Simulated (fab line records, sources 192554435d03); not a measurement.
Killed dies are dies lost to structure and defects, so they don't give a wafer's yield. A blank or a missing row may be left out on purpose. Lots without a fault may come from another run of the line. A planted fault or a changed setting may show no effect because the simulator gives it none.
Split-lot experiment | flow n5_finfet | 7 lots, 21 wafers read, on a route of 1938 steps

THE SPLIT
At N5_BEOL_M6_ETCH_62 (etches SOC in N2/H2, target depth 110 nm, overetch 22 nm, time 165 s), the setting time_s was moved away from the recipe's 165 s on 6 of the 21 wafers read, by -22.2% to +22.4%. The other wafers ran this setting at the recipe's value.

The reading is taken at the split's own step.

THE READING
SiARC_of_BEOL_M6_COAT_60.thk_nm (the simulator's own value, which no gauge read), in nm, at N5_BEOL_M6_ETCH_62 (etches SOC in N2/H2, target depth 110 nm, overetch 22 nm, time 165 s). The file gives no usual value for it. The 15 wafers here that ran the recipe average 28.3 nm, standard deviation 0.2 nm.

wafer  | tool, chamber at the split | time_s as run, s | against the recipe | SiARC_of_BEOL_M6_COAT_60.thk_nm, nm | against lot-mates on the recipe
L077.3 | rie_diel-02, 3             | 165              | recipe             | 28.6                                | -
L077.5 | rie_diel-02, 0             | 165              | recipe             | 28.2                                | -
L077.6 | rie_diel-02, 1             | 165              | recipe             | 28.4                                | -
L076.3 | rie_diel-04, 2             | 165              | recipe             | 28.6                                | -
L076.4 | rie_diel-04, 1,3           | 165              | recipe             | 28.4                                | -
L076.6 | rie_diel-04, 1,3           | 165              | recipe             | 28.4                                | -
L078.4 | rie_diel-02, 1             | 165              | recipe             | 28.2                                | -
L078.6 | rie_diel-02, 1             | 165              | recipe             | 28.2                                | -
L078.5 | rie_diel-02, 2             | 165              | recipe             | 28                                  | -
L083.3 | rie_diel-04, 0             | 179.4            | +8.7%              | 27.6                                | -0.5
L083.5 | rie_diel-04, 0             | 165              | recipe             | 28                                  | -
L083.6 | rie_diel-04, 3             | 165              | recipe             | 28.2                                | -
L090.3 | rie_diel-04, 1             | 165              | recipe             | 28.6                                | -
L090.4 | rie_diel-04, 0             | 165              | recipe             | 28.4                                | -
L090.6 | rie_diel-04, 0             | 128.4            | -22.2%             | 29.8                                | +1.3
L094.2 | rie_diel-02, 0             | 201.9            | +22.4%             | 26.8                                | -1.6
L094.3 | rie_diel-02, 3             | 201.9            | +22.4%             | 27.4                                | -1.0
L094.4 | rie_diel-02, 1             | 165              | recipe             | 28.4                                | -
L082.2 | rie_diel-05, 1             | 154.4            | -6.4%              | 28.8                                | +0.2
L082.4 | rie_diel-05, 1             | 165              | recipe             | 28.6                                | -
L082.6 | rie_diel-05, 2             | 154.4            | -6.4%              | 29                                  | +0.4
Where a row lists several chambers, the file gives one row for several wafers and doesn't say which wafer went through which chamber.

THE FIT
A straight line over all 21 wafers: SiARC_of_BEOL_M6_COAT_60.thk_nm changes by -0.0618 nm for each +1% of time_s; r = -0.93; the points scatter about the line by 0.22 nm.
The same after taking each lot's own level away (the mean of its wafers on the recipe; 21 wafers): -0.0576 nm for each +1%; r = -0.97; scatter 0.14 nm.
On that fit, the largest move of time_s shifts the reading by 1.3 nm.
The lots' own levels span 28.10 to 28.60 nm, that is 2.5 times the standard deviation above.
So the lot-to-lot level changes the slope little: the two slopes agree.
Check: with one of the wafers moved furthest among these (+22.4%) left out of the fit, the line predicts -1.14 nm for it against its lot-mates. It came out at -1.6 nm against them.

THE WHOLE CHAIN: every reading that the file lists as answering this split, in the file's order
step                  | what it does                                                         | reading                                                                          | change (the file's fit)                                                             | r (the file's)
N5_BEOL_M6_ETCH_62    | etches SOC in N2/H2, target depth 110 nm, overetch 22 nm, time 165 s | SiARC_of_BEOL_M6_COAT_60.thk_nm (the simulator's own value, which no gauge read) | -0.0579 nm for each +1% of the setting                                              | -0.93
N5_BEOL_M6_HM_OPEN_17 | chemistry Cl2/BCl3, target TiN, target depth 20 nm, overetch 6 nm    | etch.depth_nm (the simulator's own value, which no gauge read)                   | not straight: 20.23 at the lowest setting, 20.04 at the recipe, 16.7 at the highest | not given

THE FILE'S OWN FIT
SiARC_of_BEOL_M6_COAT_60.thk_nm changes by -0.0579 nm for each +1% of time_s, r = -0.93.
